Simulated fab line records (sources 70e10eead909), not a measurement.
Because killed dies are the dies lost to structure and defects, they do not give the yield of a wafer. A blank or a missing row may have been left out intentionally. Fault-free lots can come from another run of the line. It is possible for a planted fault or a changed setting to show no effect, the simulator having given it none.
Matching of chambers -- flow nandHarc -- 4 sister chambers for NHARC_P_BONDPAD_CMP_19 on cmp-03
The step polishes, t overpolish 30 s, cu recess touch 16 s, target thk 160.81 nm. 8 wafers are shown with their chamber, then 8 later ones without.

## WAFERS, EACH WITH ITS CHAMBER
wafer,chamber,motorCurrentA (A),overpolishRunS (s)
L076.1,1,13.8,29.998
L085.2,2,10.7,30.005
L086.2,1,13.5,29.993
L086.6,3,10.1,30.016
L088.1,2,10.4,30.001
L088.3,3,9.8,29.993
L088.5,0,14.2,29.995
L091.2,0,13.4,29.999

## WAFERS WITH NO CHAMBER GIVEN
wafer,motorCurrentA (A),overpolishRunS (s)
L091.3,13.8,30.007
L091.5,13.0,30.003
L093.2,10.4,29.989
L093.4,13.3,29.992
L093.5,10.5,29.986
L097.1,12.6,29.999
L097.5,10.7,30.002
L097.6,10.8,30.010

## THE CHAMBER EACH PASSED THROUGH
wafer,from the rows above,in truth
L091.3,can't be placed: 0 or 1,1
L091.5,can't be placed: 1 or 0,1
L093.2,can't be placed: 2 or 3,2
L093.4,can't be placed: 1 or 0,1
L093.5,can't be placed: 2 or 3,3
L097.1,can't be placed: 1 or 0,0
L097.5,can't be placed: 2 or 3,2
L097.6,can't be placed: 2 or 3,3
Correctly placed: 0 of 8. These rows do not allow placing 8 (true chamber among the candidates in 8). 0 placed wrongly.
How it was worked out, from the rows above alone: a wafer's distance from a chamber is the root of the sum, over the readings, of the square of ((its reading less the chamber's mean) divided by the reading's scatter). If the next closest chamber is less than 2 further off than the closest, the wafer can't be placed; otherwise it belongs to the closest. The mean given for a chamber averages the wafers shown for that chamber. The scatter: take each reading less its chamber's mean, square it, sum over the shown wafers, divide by the number of wafers less the number of chambers, and take the root.
